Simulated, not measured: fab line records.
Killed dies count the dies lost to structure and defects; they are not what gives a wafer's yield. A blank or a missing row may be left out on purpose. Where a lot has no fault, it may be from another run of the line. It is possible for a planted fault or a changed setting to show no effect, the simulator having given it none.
Matching of chambers / flow nandHarc / rieSi-02 running NHARC_A_DECK1_JOINT_ETCHBACK_00: 4 sister chambers
The step etches the open film in HBr, target depth 30 nm, time 17.4 s. 4 wafers are shown with their chamber, then 8 later ones without.

WAFERS PAIRED WITH THEIR CHAMBERS
wafer=L528.6; chamber=0; drypumpMotorCurrentA (A)=5.4
wafer=L529.1; chamber=3; drypumpMotorCurrentA (A)=6.3
wafer=L531.6; chamber=2; drypumpMotorCurrentA (A)=5.4
wafer=L530.1; chamber=1; drypumpMotorCurrentA (A)=5.4

WAFERS WITH NO CHAMBER GIVEN
wafer=L530.3; drypumpMotorCurrentA (A)=5.3
wafer=L530.5; drypumpMotorCurrentA (A)=5.3
wafer=L541.1; drypumpMotorCurrentA (A)=5.4
wafer=L541.3; drypumpMotorCurrentA (A)=5.3
wafer=L541.4; drypumpMotorCurrentA (A)=5.4
wafer=L545.2; drypumpMotorCurrentA (A)=5.4
wafer=L545.3; drypumpMotorCurrentA (A)=6.3
wafer=L545.6; drypumpMotorCurrentA (A)=5.4

CHAMBER TAKEN BY EACH
wafer=L530.3; from the rows above=can't be placed: 0 or 1 or 2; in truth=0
wafer=L530.5; from the rows above=can't be placed: 0 or 1 or 2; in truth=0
wafer=L541.1; from the rows above=can't be placed: 0 or 1 or 2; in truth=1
wafer=L541.3; from the rows above=can't be placed: 0 or 1 or 2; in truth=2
wafer=L541.4; from the rows above=can't be placed: 0 or 1 or 2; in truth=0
wafer=L545.2; from the rows above=can't be placed: 0 or 1 or 2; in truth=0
wafer=L545.3; from the rows above=3; in truth=3
wafer=L545.6; from the rows above=can't be placed: 0 or 1 or 2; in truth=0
1 of 8 placed correctly. Unplaceable from these rows: 7, with the true chamber sitting among the candidates in 7. Wrongly placed: 0.
How it was worked out, from the rows above alone: a wafer's distance from a chamber is the root of the sum, over the readings, of the square of ((its reading less the chamber's mean) divided by the reading's scatter). The wafer belongs to the nearest chamber; if the next one is less than 2 further off, it can't be placed. For every chamber, the mean is computed from those of its wafers that are shown. The scatter: root of mean squared gap, hidden wafer to nearest shown wafer, with one shown wafer a chamber.
